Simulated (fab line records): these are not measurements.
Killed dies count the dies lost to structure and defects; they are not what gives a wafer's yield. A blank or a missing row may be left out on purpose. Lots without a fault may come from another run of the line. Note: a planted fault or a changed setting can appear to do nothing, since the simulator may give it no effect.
Matching of chambers | flow n5Finfet | N5_GATE_CUT_STRIP_42 on rieDiel-03: 4 sister chambers
The step strips in O2. 4 wafers are shown with their chamber, then 9 later ones without.

## WAFERS, EACH WITH ITS CHAMBER
wafer  | chamber | showerheadPlenumPTorr (Torr)
L084.5 | 1       | 2.16
L085.2 | 2       | 2.00
L085.3 | 3       | 2.12
L085.6 | 0       | 2.05

## WAFERS WITHOUT THEIR CHAMBER
wafer  | showerheadPlenumPTorr (Torr)
L090.2 | 1.99
L090.3 | 2.11
L090.6 | 2.15
L092.3 | 2.11
L092.5 | 1.99
L092.6 | 2.15
L093.1 | 2.15
L093.3 | 2.05
L093.6 | 2.15

## WHICH CHAMBER EACH ONE RAN IN
wafer  | from the rows above | in truth
L090.2 | 2                   | 2
L090.3 | 3                   | 3
L090.6 | 1                   | 1
L092.3 | 3                   | 3
L092.5 | 2                   | 2
L092.6 | 1                   | 1
L093.1 | 1                   | 1
L093.3 | 0                   | 0
L093.6 | 1                   | 1
Correct placement for 9 of the 9. Number that these rows cannot place: 0. Placed wrongly: 0.
How it was worked out, from the rows above alone: a wafer's distance from a chamber is the root of the sum, over the readings, of the square of ((its reading less the chamber's mean) divided by the reading's scatter). If the next closest chamber is less than 2 further off than the closest, the wafer can't be placed; otherwise it belongs to the closest. Each chamber's mean is taken over the wafers shown for it. The scatter (one wafer shown for each chamber): square how far every hidden wafer sits from the nearest shown wafer, average those squares and take the square root.
